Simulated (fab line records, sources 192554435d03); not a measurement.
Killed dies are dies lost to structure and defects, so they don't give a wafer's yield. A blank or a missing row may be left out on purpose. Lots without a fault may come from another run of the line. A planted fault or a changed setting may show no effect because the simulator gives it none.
Split-lot experiment | flow n5_finfet | 7 lots, 21 wafers read, on a route of 1938 steps

THE SPLIT
At N5_PASSIVATION_VIA_ETCH_13 (etches SiO2 in CHF3/O2, target depth 660 nm, time 330 s), the setting bias_w was moved away from the recipe's 170 W on 8 of the 21 wafers read, by -13.5% to +6.4%. The other wafers ran this setting at the recipe's value.

The reading is taken at the split's own step.

THE READING
rf_vpp_V, in V, at N5_PASSIVATION_VIA_ETCH_13 (etches SiO2 in CHF3/O2, target depth 660 nm, time 330 s). Fault-free wafers of this fab line usually give 518 V, standard deviation 9.2 V.

wafer  | tool, chamber at the split | bias_w as run, W | against the recipe | rf_vpp_V, V | against lot-mates on the recipe
L076.1 | rie_diel-01, 3             | 170              | recipe             | 514         | -
L076.5 | rie_diel-01, 3             | 180.8            | +6.4%              | 541         | +21
L076.6 | rie_diel-01, 2             | 170              | recipe             | 526         | -
L074.1 | rie_diel-06, 0             | 147              | -13.5%             | 453         | -66
L074.5 | rie_diel-06, 0             | 170              | recipe             | 509         | -
L074.6 | rie_diel-06, 3             | 170              | recipe             | 528         | -
L084.1 | rie_diel-01, 0             | 170              | recipe             | 507         | -
L084.3 | rie_diel-01, 1             | 170              | recipe             | 514         | -
L084.6 | rie_diel-01, 1             | 170              | recipe             | 514         | -
L085.1 | rie_diel-01, 2             | 159.2            | -6.4%              | 499         | -16
L085.5 | rie_diel-01, 2             | 159.2            | -6.4%              | 499         | -16
L085.6 | rie_diel-01, 1             | 170              | recipe             | 515         | -
L087.1 | rie_diel-06, 3             | 170              | recipe             | 529         | -
L087.2 | rie_diel-06, 2             | 170              | recipe             | 513         | -
L087.3 | rie_diel-06, 0             | 170              | recipe             | 508         | -
L089.4 | rie_diel-06, 2             | 152.2            | -10.5%             | 469         | -60
L089.5 | rie_diel-06, 3             | 170              | recipe             | 529         | -
L089.6 | rie_diel-06, 0             | 152.2            | -10.5%             | 465         | -64
L094.2 | rie_diel-01, 2             | 177.9            | +4.6%              | 544         | +31
L094.5 | rie_diel-01, 3             | 170              | recipe             | 513         | -
L094.6 | rie_diel-01, 2             | 177.9            | +4.6%              | 544         | +31

THE FIT
A straight line over all 21 wafers: rf_vpp_V changes by +4.54 V for each +1% of bias_w; r = +0.95; the points scatter about the line by 7.7 V.
The same after taking each lot's own level away (the mean of its wafers on the recipe; 21 wafers): +5.01 V for each +1%; r = +0.95; scatter 8.7 V.
On that fit, the largest move of bias_w shifts the reading by 68 V.
The lots' own levels span 511.7 to 529.0 V, that is 1.9 times the standard deviation above.
So the lot-to-lot level changes the slope little: the two slopes agree.
Check: with one of the wafers moved furthest among these (-13.5%) left out of the fit, the line predicts -67.5 V for it against its lot-mates. It came out at -65.5 V against them.
Tool readings at the split's step, against how far the setting was moved: rf_vpp_V r = +0.95.

OTHER SPLITS ON THESE WAFERS
These wafers also went through other splits before the reading. Each is held against what the fit with the lots' levels taken away leaves over:
other split on the same wafers    | wafers away from the commonest value | r with rf_vpp_V (lot level and that fit taken away)
N5_BEOL_M13_COAT_04 spin_rpm      | 6                                    | -0.07
N5_BEOL_M15_CMP_49 down_force_psi | 6                                    | -0.07

THE FILE'S OWN FIT
rf_vpp_V changes by +4.83 V for each +1% of bias_w, r = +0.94.
